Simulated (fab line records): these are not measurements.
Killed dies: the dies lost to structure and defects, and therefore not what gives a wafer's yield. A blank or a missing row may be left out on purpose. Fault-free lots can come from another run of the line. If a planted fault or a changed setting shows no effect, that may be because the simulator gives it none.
Chamber matching	flow n5 finfet	rie diel-03 running N5_MOL_CONTACT_COAG_ETCH_91: 4 sister chambers
The step etches SOC in N2/H2, target depth 60 nm, overetch 21 nm, time 101.2 s. 8 wafers are shown with their chamber, then 9 later ones without.

## EACH WAFER AND ITS CHAMBER
wafer	chamber	showerhead plenum p Torr (Torr)	throttle valve pct (%)
L079.1	1	2.73	17.93
L079.2	0	2.40	17.85
L079.4	3	2.52	17.47
L080.1	1	2.72	17.93
L080.4	0	2.40	17.84
L081.2	2	2.43	18.12
L081.4	3	2.51	17.48
L081.6	2	2.43	18.12

## WAFERS WITH NO CHAMBER GIVEN
wafer	showerhead plenum p Torr (Torr)	throttle valve pct (%)
L084.2	2.72	17.96
L084.4	2.42	18.14
L084.5	2.72	17.94
L087.3	2.42	18.14
L087.4	2.51	17.51
L087.5	2.42	18.14
L092.2	2.71	17.99
L092.3	2.71	17.50
L092.5	2.71	17.49

## EACH ONE'S CHAMBER
wafer	from the rows above	in truth
L084.2	1	1
L084.4	2	2
L084.5	1	1
L087.3	2	2
L087.4	3	3
L087.5	2	2
L092.2	1	1
L092.3	3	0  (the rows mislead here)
L092.5	3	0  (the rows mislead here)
Placed correctly: 7 of 9. Number that these rows cannot place: 0. 2 placed wrongly.
How it was worked out, from the rows above alone: a wafer's distance from a chamber is the root of the sum, over the readings, of the square of ((its reading less the chamber's mean) divided by the reading's scatter). The wafer belongs to the nearest chamber; if the next one is less than 2 further off, it can't be placed. Each chamber's mean is taken over the wafers shown for it. The scatter is the square root of a quotient: the sum, over the shown wafers, of each reading's squared deviation from its chamber's mean, divided by wafers minus chambers.
